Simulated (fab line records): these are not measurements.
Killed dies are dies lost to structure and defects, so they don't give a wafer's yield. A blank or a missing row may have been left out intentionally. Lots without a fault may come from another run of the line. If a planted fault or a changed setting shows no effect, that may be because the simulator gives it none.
Which tool did it? | flow n5Finfet | 12 lots, 36 wafers sampled, at 4 steps of a route of 1938

== WHAT THE GAUGES SHOWED, per wafer ==
N5_BEOL_M5_OCD_MEAS_38.
lot  | measured     | on     | trenchDepthNm (nm)
L076 | day 8 17:58  | ocd-02 | 71.8 74.8 71.1
L077 | day 9 08:54  | ocd-02 | 74.3 73.8 71.0
L079 | day 9 17:48  | ocd-01 | 69.9 70.2 72.8
L081 | day 10 01:17 | ocd-01 | 72.5 73.8 71.0
L083 | day 10 20:46 | ocd-01 | 69.6 70.0 71.2
L084 | day 11 02:35 | ocd-01 | 70.7 72.9 71.0
L089 | day 12 03:50 | ocd-01 | 73.6 72.5 71.9
L088 | day 12 11:19 | ocd-01 | 71.5 73.2 71.0
L091 | day 14 00:01 | ocd-01 | 72.2 70.4 70.0
L094 | day 14 05:58 | ocd-02 | 69.3 70.4 70.1
L096 | day 15 01:17 | ocd-02 | 71.4 70.3 72.4
L097 | day 15 04:46 | ocd-02 | 72.8 70.9 70.1

== WHAT TOOL EACH LOT RAN ON (gives the tool, then ch and the chambers of the sampled wafers, and finally the start) ==
lot  | N5_BEOL_M5_ETCH_68                | N5_BEOL_M5_VIA_ETCH_34            | N5_BEOL_M5_STRIP_91
L076 | rieDiel-03 ch 0,1,3, day 8 17:38  | rieDiel-03 ch 0,1,3, day 8 17:44  | rieDiel-03 ch 0,1,3, day 8 17:58 or earlier
L077 | rieDiel-02 ch 0,1, day 9 08:33    | rieDiel-02 ch 0,1, day 9 08:39    | rieDiel-02 ch 0,1, day 9 08:54 or earlier
L079 | rieDiel-02 ch 0,1,3, day 9 17:28  | rieDiel-02 ch 0,1,3, day 9 17:34  | rieDiel-02 ch 0,1,3, day 9 17:48 or earlier
L081 | rieDiel-02 ch 0,1,2, day 10 00:56 | rieDiel-02 ch 0,1,2, day 10 01:02 | rieDiel-02 ch 0,1,2, day 10 01:17 or earlier
L083 | rieDiel-03 ch 1,2, day 10 20:25   | rieDiel-03 ch 1,2, day 10 20:31   | rieDiel-03 ch 1,2, day 10 20:46 or earlier
L084 | rieDiel-03 ch 0,2,3, day 11 02:15 | rieDiel-03 ch 0,2,3, day 11 02:21 | rieDiel-03 ch 0,2,3, day 11 02:35 or earlier
L089 | rieDiel-01 ch 0,2,3, day 12 03:30 | rieDiel-01 ch 0,2,3, day 12 03:36 | rieDiel-01 ch 0,2,3, day 12 03:50 or earlier
L088 | rieDiel-01 ch 0,2, day 12 10:58   | rieDiel-01 ch 0,2, day 12 11:04   | rieDiel-01 ch 0,2, day 12 11:19 or earlier
L091 | rieDiel-01 ch 0,1,2, day 13 23:40 | rieDiel-01 ch 0,1,2, day 13 23:47 | rieDiel-01 ch 0,1,2, day 14 00:01 or earlier
L094 | rieDiel-03 ch 0,1,2, day 14 05:38 | rieDiel-03 ch 0,1,2, day 14 05:44 | rieDiel-03 ch 0,1,2, day 14 05:58 or earlier
L096 | rieDiel-03 ch 0,1,3, day 15 00:57 | rieDiel-03 ch 0,1,3, day 15 01:03 | rieDiel-03 ch 0,1,3, day 15 01:17 or earlier
L097 | rieDiel-01 ch 0,2,3, day 15 04:26 | rieDiel-01 ch 0,2,3, day 15 04:32 | rieDiel-01 ch 0,2,3, day 15 04:46 or earlier
- N5_BEOL_M5_ETCH_68: etches SOC in N2/H2, target depth 80 nm, overetch 16 nm, time 120 s.
- N5_BEOL_M5_VIA_ETCH_34: etches SiCOH lowk in C4F6/O2, target depth 88.3 nm, time 39.2 s.
- N5_BEOL_M5_STRIP_91: strips in N2/H2, time 10 s.

== THE ANSWER, worked out from the rows above alone ==
Rule: what is usual is taken from the lots themselves. Put in order of their means at a reading, lots are off if they are a third of the lots or fewer, leave a main group of 4 or more, and stand apart from it by a gap of 3 or more times the standard deviation of the main group's means; of several such gaps the widest counts. A main group whose means are all the same, to the digits that the tables above print for the reading, isn't used. Also off: a lot with no number at a reading for which 4 or more lots have one. All remaining lots with rows at the step are treated as sound.
No lot is off at any reading shown: from this, nothing can be told.

== WHAT WAS PUT IN BY THE SIMULATOR ==
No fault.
